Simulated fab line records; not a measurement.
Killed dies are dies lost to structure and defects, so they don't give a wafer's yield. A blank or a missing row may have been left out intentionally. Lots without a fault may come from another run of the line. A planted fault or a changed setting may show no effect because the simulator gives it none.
8D (eight disciplines) problem report, filled in by code	flow n5Finfet	the parts of the form that need people (team, actions taken, sign-off) are left out

## 1. WHAT IS WRONG
At N5_BEOL_M11_COAT_60, spinSpeedRpm averages 1624.9 rpm over 5 wafers from 2 lots, while fault-free wafers read 1500.0 rpm, standard deviation 1. So: +99 or more standard deviations from the usual mean.
The step: time 60 s, resist thk 30 nm.
First seen on wafer L432.4, day 12 14:37, on lithoTrack-03. Wafers with a number at this step in the record: 17, from 6 lots. Rule for "out" (also "out of limits"): further than 4 standard deviations from the usual mean. The rest of the wafers with a number are treated as sound.

## 2. WHAT THIS IS AND IS NOT
question	is	is not
which readings at this step	spinSpeedRpm	exhaustPa, plateTempC
which lots	L432, L433	L425, L427, L437, L439
which wafers of those lots	all that have a number	-
read on which tools	lithoTrack-03	lithoTrack-04, lithoTrack-05
when	from day 12 14:37	up to then (6 sound wafers); but 6 sound wafers of L437, L439 came after

## 3. SUSPECTS, AND WHAT RULES EACH OUT
Counting: any tool at a process step up to the reading is kept as a suspect provided that every lot that is out went through it and no sound lot did after the first of them.
- pecvd-04 at N5_BEOL_M11_PECVD_70 (deposits SiO2 from TEOS/O2, target thk 20 nm, time 22.7 s): ruled out as a lasting fault. After its first lot that is out, L432 (day 12 13:26), sound lots L439 ran on it.
- lithoTrack-03 at N5_BEOL_M11_COAT_60 (time 60 s, resist thk 30 nm): kept. It processed each lot that is out, first L432 at day 12 14:37, and no sound lot thereafter; up to then, the last sound lot it processed was L427 at day 10 19:39. On those wafers its own readings are out: spinSpeedRpm.
After counting, what remains is lithoTrack-03 at N5_BEOL_M11_COAT_60.

## 4. THE CAUSE (what the simulator had put in)
Drift in process parameters on lithoTrack-03 at N5_BEOL_M11_COAT_60, starting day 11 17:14. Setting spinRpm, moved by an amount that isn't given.
After counting, this tool was the only one left.

## 5. SEQUENCE OF EFFECTS, ordered by route
One row per reading whose mean, taken over the struck wafers that have a number, lies over 3 standard deviations from the usual. Only readings for which the record gives a usual standard deviation are gone through. hours: the time from each lot's start at the first step in this table that gives one to its start at this step, as a median over the lots. sigmas: the change in usual standard deviations.
hours	step	reading	usual	on struck wafers	change	sigmas
0	N5_BEOL_M11_COAT_60	spinSpeedRpm	1500.0 rpm	1624.9	+124.9	+99 or more
Its process steps:
- N5_BEOL_M11_COAT_60: time 60 s, resist thk 30 nm.
Later steps that measure or inspect, where all struck wafers having a row at the step show a number for every such reading and not one has moved that far: N5_BEOL_M11_CD_MEAS_11, N5_BEOL_M11_OVL_MEAS_12, N5_BEOL_M11_INSPECT_13.

## 6. WHAT WOULD HAVE CAUGHT IT SOONER
First out-of-limits reading in this record: day 12 14:37, which is 21 hours after fault onset at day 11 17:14.
